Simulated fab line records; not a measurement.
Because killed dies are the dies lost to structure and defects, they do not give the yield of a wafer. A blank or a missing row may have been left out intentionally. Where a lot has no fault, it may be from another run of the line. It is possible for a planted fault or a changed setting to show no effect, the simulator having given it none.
fab line records + flow nand-harc + part 1 of 2: steps 1 to 4 of 6
record:
- lots: 23
- wafers: 69
- last-day: 27
route steps=1159 shown P_ZERO_WELL@17 P_GATE@142 P_M0@269 A_CHANNEL_HOLE_D1@474
lots with no fault: from the same line, run without faults
start-h: hours from the record's opening day to when the first of the lot's shown wafers began + wait-h: how many hours have passed since the lot's step before this one + " the same as in the row above + L1.1+2: one row covering several wafers at once + - value missing, or start not given + * or withheld: withheld + < > ~ a bound
route shown NAME@n: NAME is a module with steps in the file, n the number in the route of the first one + usual: average and standard deviation across the fault-free wafers + same: alike in all rows + chamber/n: place in a boat + sites: readings site by site + _std_site: how widely they spread, as a standard deviation + _edge_site: the outer-site mean with the inner-site mean subtracted + radius-mm: how far each site lies from the wafer's centre + mask NAME#n: copy n + behind: the last tool/chamber to shape the wafer + hold: cause of the lot's hold/its duration in hours/its outcome + device: the transistor (n, p or np) that didn't switch + end of line: tests of these same wafers at the route's end + a step with no rows: only its recipe + killed: dies lost to structure and defects at the first sort, not the wafer's yield + map: shows each die of a wafer: x if killed, . if not, _ if none is there
set.NAME: the setting the step ran with; set.NAME@STEP: the setting that earlier step ran with + model.NAME: the simulator's own value behind a step, which no gauge read
one table for each step of the route and one row for each wafer, over a sample of lots
services: when a tool's chamber went out of use (start-h, in hours from the record's first day, below 0 if earlier), for how many hours, and the reason
== steps ==
step: NHARC_P_ZERO_WELL_ETCH_65
recipe:
- target-depth-a: 800
- overetch-a: 240
- time-s: 87.88
- ion-energy-ev: 200
- n2-flow-sccm: 150
- h2-flow-sccm: 150
- ar-flow-sccm: 0
- rf-w: 400
- bias-w: 150
- chemistry: N2/H2
usual:
- chamber-pressure-mTorr: 30.003/0.03
- drypump-motor-current-A: 5.8/0.41
- n2-flow-sccm: 150.0/0.53
- oes-product-au: 1.001/0.0081
- rf-vpp-V: 431.2/2.5
- showerhead-plenum-p-Torr: 2.06/0.084
- throttle-valve-pct: 14.171/0.0094
| lot.wafer | tool        | chamber | start-h | wait-h | chamber-pressure-mTorr | drypump-motor-current-A | n2-flow-sccm | oes-product-au | rf-hours-counter-h | rf-vpp-V | showerhead-plenum-p-Torr | throttle-valve-pct |
|-----------|-------------|---------|---------|--------|------------------------|-------------------------|--------------|----------------|--------------------|----------|--------------------------|--------------------|
| L074.1    | rie-diel-01 | 2       | 13.50   | 0.1    | 29.993                 | 5.7                     | 149.4        | 1.009          | 3                  | 432.1    | 2.10                     | 14.167             |
| L074.5    | "           | 1       | "       | "      | 29.982                 | 5.2                     | 150.3        | 1.001          | -                  | 426.4    | 1.91                     | 14.167             |
| L074.6    | "           | 2       | "       | "      | 30.004                 | 5.7                     | 149.4        | 1.018          | -                  | 432.6    | 2.10                     | 14.188             |
| L075.3    | rie-diel-10 | 3       | 19.42   | 0.1    | 30.024                 | 6.6                     | 150.5        | 0.982          | 1                  | 427.4    | 1.97                     | 14.182             |
| L075.2    | "           | 2       | "       | "      | 30.041                 | 6.4                     | 149.7        | 0.998          | 1                  | 429.5    | 2.00                     | 14.171             |
| L075.6    | "           | 0       | "       | "      | 30.004                 | 6.1                     | 150.2        | 0.996          | -                  | 433.4    | 2.14                     | 14.177             |
| L076.4    | rie-diel-01 | 0       | 25.55   | 0.1    | 29.957                 | 6.3                     | 149.0        | 1.007          | 4                  | 430.7    | 2.05                     | 14.163             |
| L076.3    | "           | 1       | "       | "      | 29.998                 | 5.2                     | 150.3        | 1.007          | 4                  | 426.2    | 1.91                     | 14.166             |
| L076.1    | "           | 2       | "       | "      | 29.976                 | 5.7                     | 150.4        | 1.018          | 5                  | 432.2    | 2.10                     | 14.179             |
| L077.4    | rie-diel-01 | 2       | 31.37   | 0.1    | 30.001                 | 5.7                     | 150.4        | 1.003          | 5                  | 433.3    | 2.10                     | 14.178             |
| L077.1    | "           | 1       | "       | "      | 30.029                 | 5.2                     | 150.4        | 0.986          | 4                  | 425.7    | 1.91                     | 14.189             |
| L077.6    | "           | 3       | "       | "      | 29.985                 | 5.5                     | 150.0        | 1.001          | -                  | 432.9    | 2.11                     | 14.160             |
| L078.1    | rie-diel-02 | 0       | 37.49   | 0.1    | 29.955                 | 6.0                     | 150.1        | 1.016          | 5                  | 429.2    | 2.00                     | 14.183             |
| L078.4    | "           | 2       | "       | "      | 30.005                 | 5.9                     | 150.1        | 1.016          | 5                  | 434.7    | 2.21                     | 14.178             |
| L078.5    | "           | 0       | "       | "      | 29.986                 | 6.0                     | 149.6        | 1.003          | -                  | 429.7    | 2.00                     | 14.168             |
| L079.4    | rie-diel-10 | 2       | 43.58   | 0.1    | 29.991                 | 6.4                     | 151.0        | 0.998          | 3                  | 429.1    | 2.00                     | 14.172             |
| L079.6    | "           | 1       | "       | "      | 30.004                 | 5.3                     | 149.7        | 0.997          | -                  | 431.0    | 2.06                     | 14.165             |
| L079.5    | "           | 2       | "       | "      | 30.009                 | 6.4                     | 151.1        | 0.990          | -                  | 428.7    | 2.00                     | 14.175             |
| L080.4    | rie-diel-10 | 1       | 49.50   | 0.1    | 29.999                 | 5.3                     | 149.6        | 1.003          | 4                  | 431.2    | 2.06                     | 14.163             |
| L080.1    | "           | 2       | "       | "      | 29.998                 | 6.4                     | 149.4        | 0.999          | 4                  | 429.7    | 2.00                     | 14.165             |
| L080.2    | "           | 3       | "       | "      | 29.968                 | 6.5                     | 150.3        | 1.004          | 4                  | 429.0    | 1.97                     | 14.158             |
| L081.3    | rie-diel-01 | 3       | 55.49   | 0.1    | 30.064                 | 5.5                     | 149.6        | 1.010          | 6                  | 431.8    | 2.11                     | 14.177             |
| L081.4    | "           | 0       | "       | "      | 30.011                 | 6.3                     | 150.2        | 1.008          | 6                  | 430.9    | 2.05                     | 14.176             |
| L081.2    | "           | 1       | "       | "      | 30.019                 | 5.2                     | 149.9        | 1.002          | 6                  | 426.9    | 1.91                     | 14.171             |
| L082.2    | rie-diel-02 | 0       | 61.42   | 0.1    | 29.982                 | 6.0                     | 149.0        | 1.005          | 7                  | 429.7    | 2.00                     | 14.156             |
| L082.4    | "           | 1       | "       | "      | 29.995                 | 5.5                     | 149.4        | 0.994          | 7                  | 435.2    | 2.19                     | 14.173             |
| L082.6    | "           | 0       | "       | "      | 29.975                 | 6.1                     | 149.2        | 1.001          | -                  | 429.2    | 2.00                     | 14.158             |
| L083.3    | rie-diel-02 | 0       | 67.65   | 0.1    | 30.016                 | 6.1                     | 150.5        | 0.992          | 7                  | 427.8    | 2.00                     | 14.164             |
| L083.6    | "           | 3       | "       | "      | 30.030                 | 5.5                     | 149.5        | 0.988          | -                  | 430.0    | 2.00                     | 14.171             |
| L083.5    | "           | 0       | "       | "      | 29.994                 | 6.0                     | 150.7        | 1.003          | -                  | 429.7    | 2.00                     | 14.167             |
| L084.3    | rie-diel-01 | 3       | 73.43   | 0.1    | 30.008                 | 5.6                     | 150.0        | 1.008          | 7                  | 432.2    | 2.11                     | 14.181             |
| L084.1    | "           | 2       | "       | "      | 29.927                 | 5.7                     | 150.4        | 1.003          | 7                  | 432.1    | 2.10                     | 14.192             |
| L084.5    | "           | 0       | "       | "      | 30.010                 | 6.3                     | 149.9        | 1.016          | -                  | 432.5    | 2.05                     | 14.170             |
| L085.4    | rie-diel-10 | 2       | 79.55   | 0.1    | 30.041                 | 6.4                     | 150.0        | 1.001          | 5                  | 429.6    | 1.99                     | 14.186             |
| L085.5    | "           | 1       | "       | "      | 30.024                 | 5.3                     | 149.4        | 1.000          | -                  | 430.8    | 2.06                     | 14.165             |
| L085.6    | "           | 2       | "       | "      | 29.960                 | 6.4                     | 150.0        | 0.997          | -                  | 427.7    | 2.00                     | 14.183             |
| L086.2    | rie-diel-02 | 0       | 85.49   | 0.1    | 30.034                 | 6.0                     | 149.9        | 1.013          | 8                  | 430.7    | 2.00                     | 14.176             |
| L086.4    | "           | 1       | "       | "      | 30.021                 | 5.5                     | 149.0        | 0.996          | 8                  | 434.5    | 2.19                     | 14.188             |
| L086.6    | "           | 3       | "       | "      | 30.012                 | 5.5                     | 151.0        | 0.992          | -                  | 430.0    | 2.00                     | 14.166             |
| L087.4    | rie-diel-02 | 1       | 91.52   | 0.1    | 29.975                 | 5.5                     | 150.2        | 0.988          | 9                  | 435.5    | 2.19                     | 14.173             |
| L087.5    | "           | 2       | "       | "      | 29.966                 | 5.9                     | 149.1        | 0.983          | -                  | 434.4    | 2.20                     | 14.160             |
| L087.6    | "           | 3       | "       | "      | 30.045                 | 5.5                     | 150.2        | 0.989          | -                  | 430.7    | 2.00                     | 14.189             |
| L088.2    | rie-diel-02 | 2       | 97.55   | 0.1    | 30.010                 | 5.8                     | 150.0        | 1.009          | 8                  | 435.1    | 2.20                     | 14.163             |
| L088.6    | "           | 2       | "       | "      | 30.119                 | 5.8                     | 149.8        | 0.999          | -                  | 435.0    | 2.20                     | 14.175             |
| L088.5    | "           | 3       | "       | "      | 29.977                 | 5.5                     | 149.8        | 1.002          | -                  | 431.5    | 2.00                     | 14.171             |
| L089.3    | rie-diel-02 | 0       | 103.49  | 0.1    | 30.049                 | 6.0                     | 149.5        | 0.997          | 9                  | 428.8    | 2.00                     | 14.171             |
| L089.2    | "           | 3       | "       | "      | 30.009                 | 5.5                     | 150.4        | 0.999          | 5                  | 430.7    | 2.00                     | 14.163             |
| L089.6    | "           | 0       | "       | "      | 30.053                 | 6.0                     | 150.1        | 1.006          | -                  | 430.3    | 2.00                     | 14.174             |
| L090.1    | rie-diel-10 | 2       | 109.57  | 0.1    | 30.023                 | 6.4                     | 149.9        | 0.999          | 8                  | 429.4    | 1.99                     | 14.174             |
| L090.2    | "           | 3       | "       | "      | 30.003                 | 6.6                     | 150.2        | 0.990          | 8                  | 429.3    | 1.96                     | 14.176             |
| L090.5    | "           | 1       | "       | "      | 30.024                 | 5.3                     | 150.6        | 1.010          | -                  | 429.7    | 2.06                     | 14.190             |
| L091.1    | rie-diel-01 | 2       | 115.52  | 0.1    | 29.997                 | 5.7                     | 150.5        | 1.007          | 10                 | 431.6    | 2.10                     | 14.167             |
| L091.3    | "           | 0       | "       | "      | 30.065                 | 6.3                     | 150.4        | 0.997          | 9                  | 431.5    | 2.05                     | 14.183             |
| L091.4    | "           | 2       | "       | "      | 30.016                 | 5.7                     | 151.1        | 1.003          | -                  | 433.8    | 2.10                     | 14.156             |
| L093.1    | rie-diel-10 | 3       | 127.50  | 0.1    | 30.002                 | 6.6                     | 149.3        | 0.990          | 10                 | 429.2    | 1.96                     | 14.159             |
| L093.2    | "           | 0       | "       | "      | 29.946                 | 6.1                     | 149.1        | 1.002          | 9                  | 434.7    | 2.14                     | 14.157             |
| L093.5    | "           | 3       | "       | "      | 29.975                 | 6.5                     | 149.8        | 1.004          | -                  | 429.0    | 1.96                     | 14.160             |
| L094.1    | rie-diel-01 | 0       | 133.36  | 0.1    | 29.974                 | 6.3                     | 150.8        | 1.000          | 11                 | 429.8    | 2.04                     | 14.173             |
| L094.5    | "           | 3       | "       | "      | 30.013                 | 5.5                     | 150.1        | 0.994          | -                  | 432.9    | 2.11                     | 14.165             |
| L094.6    | "           | 0       | "       | "      | 29.977                 | 6.3                     | 150.6        | 1.006          | -                  | 429.5    | 2.04                     | 14.172             |
| L095.1    | rie-diel-02 | 1       | 139.49  | 0.1    | 30.068                 | 5.5                     | 149.5        | 1.006          | 12                 | 435.5    | 2.19                     | 14.171             |
| L095.2    | "           | 3       | "       | "      | 30.004                 | 5.5                     | 149.7        | 0.984          | 8                  | 427.8    | 2.00                     | 14.163             |
| L095.6    | "           | 1       | "       | "      | 29.995                 | 5.5                     | 149.4        | 1.005          | -                  | 434.3    | 2.19                     | 14.177             |
| L096.2    | rie-diel-10 | 2       | 145.37  | 0.1    | 30.043                 | 6.4                     | 150.1        | 1.010          | 12                 | 430.3    | 1.99                     | 14.188             |
| L096.5    | "           | 1       | "       | "      | 29.972                 | 5.3                     | 150.5        | 1.014          | -                  | 430.5    | 2.05                     | 14.166             |
| L096.6    | "           | 2       | "       | "      | 30.059                 | 6.4                     | 150.2        | 1.000          | -                  | 430.1    | 1.99                     | 14.160             |
| L097.4    | rie-diel-01 | 2       | 151.49  | 0.1    | 29.991                 | 5.7                     | 149.5        | 0.997          | 1                  | 432.1    | 2.10                     | 14.168             |
| L097.3    | "           | 3       | "       | "      | 29.982                 | 5.5                     | 149.6        | 0.995          | 1                  | 433.6    | 2.11                     | 14.170             |
| L097.6    | "           | 2       | "       | "      | 29.994                 | 5.7                     | 149.4        | 1.000          | -                  | 433.1    | 2.10                     | 14.166             |
step: NHARC_P_GATE_OVL_MEAS_27
usual:
- overlay-x-nm: 0.1/0.64
- overlay-y-nm: -0.3/0.78
| lot.wafer | tool       | chamber | start-h | wait-h | overlay-x-nm | overlay-y-nm |
|-----------|------------|---------|---------|--------|--------------|--------------|
| L074.1    | overlay-01 | -       | 78.35   | -      | 0.1          | 1.1          |
| L074.5    | "          | -       | "       | "      | 0.1          | 1.0          |
| L074.6    | "          | -       | "       | "      | 0.1          | 0.8          |
| L075.2    | overlay-02 | -       | 97.53   | -      | 1.5          | 0.3          |
| L075.3    | "          | -       | "       | "      | 0.7          | 0.4          |
| L075.6    | "          | -       | "       | "      | 1.2          | -0.1         |
| L076.1    | overlay-02 | -       | 97.69   | -      | 0.2          | -0.3         |
| L076.3    | "          | -       | "       | "      | 0.5          | 0.0          |
| L076.4    | "          | -       | "       | "      | 0.4          | -0.3         |
| L077.1    | overlay-01 | -       | 106.05  | -      | 0.3          | -1.7         |
| L077.4    | "          | -       | "       | "      | -0.2         | -1.6         |
| L077.6    | "          | -       | "       | "      | -0.1         | -1.1         |
| L078.1    | overlay-01 | -       | 111.90  | -      | -0.3         | -0.4         |
| L078.4    | "          | -       | "       | "      | -1.0         | -1.2         |
| L078.5    | "          | -       | "       | "      | -0.5         | -1.0         |
| L079.4    | overlay-01 | -       | 119.06  | -      | -0.7         | 0.4          |
| L079.5    | "          | -       | "       | "      | -0.2         | 1.0          |
| L079.6    | "          | -       | "       | "      | 0.1          | 0.7          |
| L080.1    | overlay-01 | -       | 130.12  | -      | 0.6          | 0.3          |
| L080.2    | "          | -       | "       | "      | 0.4          | 1.1          |
| L080.4    | "          | -       | "       | "      | 0.2          | 0.5          |
| L082.2    | overlay-02 | -       | 131.75  | -      | -0.4         | -0.1         |
| L082.4    | "          | -       | "       | "      | -0.1         | 0.1          |
| L082.6    | "          | -       | "       | "      | -0.2         | -0.3         |
| L081.2    | overlay-01 | -       | 132.41  | -      | -0.7         | 0.6          |
| L081.3    | "          | -       | "       | "      | -0.1         | 1.1          |
| L081.4    | "          | -       | "       | "      | -0.4         | 0.6          |
| L084.1    | overlay-01 | -       | 143.80  | -      | 0.6          | -0.1         |
| L084.3    | "          | -       | "       | "      | 0.5          | 0.0          |
| L084.5    | "          | -       | "       | "      | -0.1         | -0.4         |
| L083.3    | overlay-01 | -       | 144.46  | -      | -0.9         | -0.6         |
| L083.5    | "          | -       | "       | "      | -0.9         | -0.4         |
| L083.6    | "          | -       | "       | "      | -0.9         | -0.9         |
| L085.4    | overlay-01 | -       | 168.96  | -      | 0.7          | 0.3          |
| L085.5    | "          | -       | "       | "      | -0.1         | 0.7          |
| L085.6    | "          | -       | "       | "      | 0.5          | 0.6          |
| L088.2    | overlay-01 | -       | 169.61  | -      | 0.5          | -0.4         |
| L088.5    | "          | -       | "       | "      | 1.1          | -0.9         |
| L088.6    | "          | -       | "       | "      | -0.3         | -0.9         |
| L086.2    | overlay-01 | -       | 170.24  | -      | 0.2          | -0.6         |
| L086.4    | "          | -       | "       | "      | 0.4          | -0.7         |
| L086.6    | "          | -       | "       | "      | 0.2          | -0.5         |
| L087.4    | overlay-01 | -       | 170.40  | -      | -0.2         | -0.6         |
| L087.5    | "          | -       | "       | "      | 0.0          | -0.6         |
| L087.6    | "          | -       | "       | "      | 0.3          | -1.2         |
| L090.1    | overlay-01 | -       | 182.47  | -      | 0.1          | 0.5          |
| L090.2    | "          | -       | "       | "      | -0.1         | 0.9          |
| L090.5    | "          | -       | "       | "      | -0.5         | 0.1          |
| L089.2    | overlay-01 | -       | 183.27  | -      | -0.5         | -0.5         |
| L089.3    | "          | -       | "       | "      | -0.3         | -0.3         |
| L089.6    | "          | -       | "       | "      | -0.7         | -0.5         |
| L091.1    | overlay-02 | -       | 192.19  | -      | -0.9         | -1.2         |
| L091.3    | "          | -       | "       | "      | -1.1         | -1.2         |
| L091.4    | "          | -       | "       | "      | -1.0         | -1.1         |
| L094.1    | overlay-02 | -       | 207.23  | -      | 0.0          | 0.3          |
| L094.5    | "          | -       | "       | "      | -0.1         | -0.1         |
| L094.6    | "          | -       | "       | "      | -0.3         | 0.1          |
| L093.1    | overlay-02 | -       | 207.73  | -      | 0.9          | -0.2         |
| L093.2    | "          | -       | "       | "      | 1.0          | -0.4         |
| L093.5    | "          | -       | "       | "      | 0.9          | -0.4         |
| L095.1    | overlay-01 | -       | 217.47  | -      | 1.6          | -0.9         |
| L095.2    | "          | -       | "       | "      | 2.0          | -1.5         |
| L095.6    | "          | -       | "       | "      | 2.0          | -1.4         |
| L096.2    | overlay-01 | -       | 220.27  | -      | 0.5          | -0.5         |
| L096.5    | "          | -       | "       | "      | 0.0          | -0.2         |
| L096.6    | "          | -       | "       | "      | 0.4          | -0.2         |
| L097.3    | overlay-02 | -       | 236.84  | -      | 0.4          | -0.8         |
| L097.4    | "          | -       | "       | "      | 0.6          | -1.2         |
| L097.6    | "          | -       | "       | "      | 0.7          | -0.5         |
step: NHARC_P_GATE_STRIP_75
recipe:
- power-w: 1500
- temp-c: 250
- chemistry: O2
usual:
- drypump-motor-current-A: 5.7/0.41
- heater-power-w: 342/23
| lot.wafer | tool            | chamber | start-h | wait-h | drypump-motor-current-A | heater-power-w | rf-hours-counter-h |
|-----------|-----------------|---------|---------|--------|-------------------------|----------------|--------------------|
| L074.1    | plasma-asher-01 | 1       | 91.27   | 0.2    | 5.6                     | 333            | 52                 |
| L074.5    | "               | 1       | "       | "      | 5.6                     | 321            | -                  |
| L074.6    | "               | 0       | "       | "      | 5.8                     | 326            | -                  |
| L075.2    | plasma-asher-01 | 0       | 110.50  | 0.3    | 5.8                     | 324            | 0                  |
| L075.3    | "               | 0       | "       | "      | 5.7                     | 318            | -                  |
| L075.6    | "               | 1       | "       | "      | 5.6                     | 328            | -                  |
| L076.1    | plasma-asher-02 | 0       | 110.60  | 0.2    | 5.2                     | 372            | 34                 |
| L076.3    | "               | 1       | "       | "      | 6.5                     | 359            | -                  |
| L076.4    | "               | 0       | "       | "      | 5.3                     | 374            | -                  |
| L077.1    | plasma-asher-02 | 1       | 118.96  | 0.2    | 6.5                     | 363            | 38                 |
| L077.4    | "               | 0       | "       | "      | 5.2                     | 375            | -                  |
| L077.6    | "               | 0       | "       | "      | 5.2                     | 377            | -                  |
| L078.1    | plasma-asher-01 | 0       | 125.14  | 0.2    | 5.7                     | 327            | 6                  |
| L078.4    | "               | 1       | "       | "      | 5.6                     | 324            | -                  |
| L078.5    | "               | 1       | "       | "      | 5.6                     | 322            | -                  |
| L079.4    | plasma-asher-01 | 1       | 133.31  | 0.1    | 5.6                     | 324            | -                  |
| L079.5    | "               | 0       | "       | "      | 5.7                     | 333            | -                  |
| L079.6    | "               | 1       | "       | "      | 5.6                     | 327            | -                  |
| L080.2    | plasma-asher-02 | 0       | 142.99  | 0.3    | 5.2                     | 378            | 44                 |
| L080.1    | "               | 1       | "       | "      | 6.5                     | 365            | 44                 |
| L080.4    | "               | 1       | "       | "      | 6.5                     | 363            | -                  |
| L082.2    | plasma-asher-01 | 0       | 144.48  | 0.2    | 5.7                     | 323            | 11                 |
| L082.4    | "               | 1       | "       | "      | 5.6                     | 327            | -                  |
| L082.6    | "               | 0       | "       | "      | 5.7                     | 326            | -                  |
| L081.2    | plasma-asher-02 | 0       | 145.31  | 0.2    | 5.2                     | 374            | 45                 |
| L081.3    | "               | 1       | "       | "      | 6.5                     | 362            | -                  |
| L081.4    | "               | 0       | "       | "      | 5.2                     | 370            | -                  |
| L084.1    | plasma-asher-01 | 0       | 156.61  | 0.3    | 5.7                     | 318            | 15                 |
| L084.3    | "               | 1       | "       | "      | 5.6                     | 326            | -                  |
| L084.5    | "               | 0       | "       | "      | 5.7                     | 327            | -                  |
| L083.3    | plasma-asher-01 | 1       | 157.30  | 0.1    | 5.7                     | 329            | -                  |
| L083.6    | "               | 0       | "       | "      | 5.7                     | 332            | -                  |
| L083.5    | "               | 1       | "       | "      | 5.6                     | 322            | -                  |
| L085.4    | plasma-asher-01 | 1       | 181.98  | 0.1    | 5.6                     | 325            | -                  |
| L085.5    | "               | 0       | "       | "      | 5.7                     | 322            | -                  |
| L085.6    | "               | 1       | "       | "      | 5.6                     | 321            | -                  |
| L088.2    | plasma-asher-02 | 0       | 182.93  | 0.2    | 5.2                     | 382            | 57                 |
| L088.6    | "               | 0       | "       | "      | 5.2                     | 381            | -                  |
| L088.5    | "               | 1       | "       | "      | 6.5                     | 360            | -                  |
| L086.2    | plasma-asher-01 | 0       | 183.21  | 0.2    | 5.7                     | 326            | 23                 |
| L086.4    | "               | 0       | "       | "      | 5.7                     | 326            | -                  |
| L086.6    | "               | 0       | "       | "      | 5.7                     | 323            | -                  |
| L087.4    | plasma-asher-01 | 1       | 190.32  | 0.1    | 5.6                     | 321            | -                  |
| L087.5    | "               | 0       | "       | "      | 5.7                     | 323            | -                  |
| L087.6    | "               | 1       | "       | "      | 5.6                     | 316            | -                  |
| L090.1    | plasma-asher-02 | 0       | 195.27  | 0.3    | 5.2                     | 382            | 1                  |
| L090.2    | "               | 1       | "       | "      | 6.5                     | 364            | 1                  |
| L090.5    | "               | 0       | "       | "      | 5.2                     | 376            | -                  |
| L089.2    | plasma-asher-01 | 1       | 196.25  | 0.3    | 5.6                     | 330            | 31                 |
| L089.3    | "               | 1       | "       | "      | 5.6                     | 326            | -                  |
| L089.6    | "               | 1       | "       | "      | 5.6                     | 325            | -                  |
| L091.1    | plasma-asher-02 | 1       | 205.13  | 0.2    | 6.5                     | 376            | 5                  |
| L091.4    | "               | 0       | "       | "      | 5.2                     | 392            | -                  |
| L091.3    | "               | 1       | "       | "      | 6.5                     | 365            | -                  |
| L094.1    | plasma-asher-02 | 1       | 221.59  | 0.2    | 6.5                     | 359            | 10                 |
| L094.5    | "               | 0       | "       | "      | 5.2                     | 377            | -                  |
| L094.6    | "               | 1       | "       | "      | 6.5                     | 364            | -                  |
| L093.2    | plasma-asher-02 | 0       | 223.15  | 0.2    | 5.2                     | 387            | 10                 |
| L093.1    | "               | 1       | "       | "      | 6.5                     | 368            | 10                 |
| L093.5    | "               | 1       | "       | "      | 6.5                     | 369            | -                  |
| L095.1    | plasma-asher-01 | 1       | 230.36  | 0.3    | 5.6                     | 323            | 43                 |
| L095.2    | "               | 0       | "       | "      | 5.8                     | 327            | 43                 |
| L095.6    | "               | 1       | "       | "      | 5.6                     | 324            | -                  |
| L096.2    | plasma-asher-01 | 0       | 233.11  | 0.2    | 5.7                     | 334            | 45                 |
| L096.6    | "               | 1       | "       | "      | 5.6                     | 319            | -                  |
| L096.5    | "               | 0       | "       | "      | 5.7                     | 322            | -                  |
| L097.4    | plasma-asher-01 | 0       | 249.54  | 0.2    | 5.7                     | 327            | -                  |
| L097.3    | "               | 1       | "       | "      | 5.6                     | 325            | -                  |
| L097.6    | "               | 0       | "       | "      | 5.8                     | 332            | -                  |
step: NHARC_P_M0_CD_MEAS_16
usual:
- cd-nm: 89.7/0.74
| lot.wafer | tool      | chamber | start-h | wait-h | cd-nm |
|-----------|-----------|---------|---------|--------|-------|
| L074.1    | cd-sem-01 | -       | 106.58  | -      | 89.6  |
| L074.5    | "         | -       | "       | "      | 88.9  |
| L074.6    | "         | -       | "       | "      | 89.6  |
| L075.2    | cd-sem-01 | -       | 128.25  | -      | 89.0  |
| L075.3    | "         | -       | "       | "      | 89.1  |
| L075.6    | "         | -       | "       | "      | 89.9  |
| L076.1    | cd-sem-03 | -       | 129.64  | -      | 89.7  |
| L076.3    | "         | -       | "       | "      | 90.2  |
| L076.4    | "         | -       | "       | "      | 89.9  |
| L077.1    | cd-sem-02 | -       | 132.40  | -      | 90.0  |
| L077.4    | "         | -       | "       | "      | 88.5  |
| L077.6    | "         | -       | "       | "      | 89.1  |
| L078.1    | cd-sem-02 | -       | 137.63  | -      | 89.0  |
| L078.4    | "         | -       | "       | "      | 89.5  |
| L078.5    | "         | -       | "       | "      | 90.5  |
| L079.4    | cd-sem-03 | -       | 145.29  | -      | 90.2  |
| L079.5    | "         | -       | "       | "      | 89.9  |
| L079.6    | "         | -       | "       | "      | 89.7  |
| L080.1    | cd-sem-01 | -       | 159.25  | -      | 89.7  |
| L080.2    | "         | -       | "       | "      | 89.7  |
| L080.4    | "         | -       | "       | "      | 89.3  |
| L082.2    | cd-sem-02 | -       | 159.82  | -      | 90.0  |
| L082.4    | "         | -       | "       | "      | 90.3  |
| L082.6    | "         | -       | "       | "      | 88.9  |
| L081.2    | cd-sem-02 | -       | 160.20  | -      | 88.1  |
| L081.3    | "         | -       | "       | "      | 88.3  |
| L081.4    | "         | -       | "       | "      | 88.7  |
| L084.1    | cd-sem-03 | -       | 169.33  | -      | 89.2  |
| L084.3    | "         | -       | "       | "      | 90.4  |
| L084.5    | "         | -       | "       | "      | 89.7  |
| L083.3    | cd-sem-03 | -       | 169.95  | -      | 89.8  |
| L083.5    | "         | -       | "       | "      | 89.9  |
| L083.6    | "         | -       | "       | "      | 90.0  |
| L085.4    | cd-sem-01 | -       | 195.27  | -      | 89.8  |
| L085.5    | "         | -       | "       | "      | 88.7  |
| L085.6    | "         | -       | "       | "      | 90.0  |
| L088.2    | cd-sem-01 | -       | 195.91  | -      | 89.5  |
| L088.5    | "         | -       | "       | "      | 90.0  |
| L088.6    | "         | -       | "       | "      | 91.1  |
| L086.2    | cd-sem-02 | -       | 196.66  | -      | 90.7  |
| L086.4    | "         | -       | "       | "      | 90.2  |
| L086.6    | "         | -       | "       | "      | 91.7  |
| L087.4    | cd-sem-03 | -       | 209.89  | -      | 89.5  |
| L087.5    | "         | -       | "       | "      | 88.8  |
| L087.6    | "         | -       | "       | "      | 88.6  |
| L090.1    | cd-sem-03 | -       | 217.50  | -      | 89.6  |
| L090.2    | "         | -       | "       | "      | 89.7  |
| L090.5    | "         | -       | "       | "      | 88.2  |
| L089.2    | cd-sem-03 | -       | 220.77  | -      | 89.1  |
| L089.3    | "         | -       | "       | "      | 88.8  |
| L089.6    | "         | -       | "       | "      | 88.8  |
| L091.1    | cd-sem-03 | -       | 221.44  | -      | 90.4  |
| L091.3    | "         | -       | "       | "      | 89.9  |
| L091.4    | "         | -       | "       | "      | 89.6  |
| L094.1    | cd-sem-02 | -       | 233.63  | -      | 90.1  |
| L094.5    | "         | -       | "       | "      | 90.3  |
| L094.6    | "         | -       | "       | "      | 90.1  |
| L093.1    | cd-sem-02 | -       | 238.31  | -      | 89.0  |
| L093.2    | "         | -       | "       | "      | 88.5  |
| L093.5    | "         | -       | "       | "      | 89.5  |
| L095.1    | cd-sem-03 | -       | 243.18  | -      | 90.1  |
| L095.2    | "         | -       | "       | "      | 89.8  |
| L095.6    | "         | -       | "       | "      | 90.0  |
| L096.2    | cd-sem-02 | -       | 245.19  | -      | 89.6  |
| L096.5    | "         | -       | "       | "      | 90.6  |
| L096.6    | "         | -       | "       | "      | 90.1  |
| L097.3    | cd-sem-01 | -       | 262.07  | -      | 88.7  |
| L097.4    | "         | -       | "       | "      | 88.1  |
| L097.6    | "         | -       | "       | "      | 88.6  |
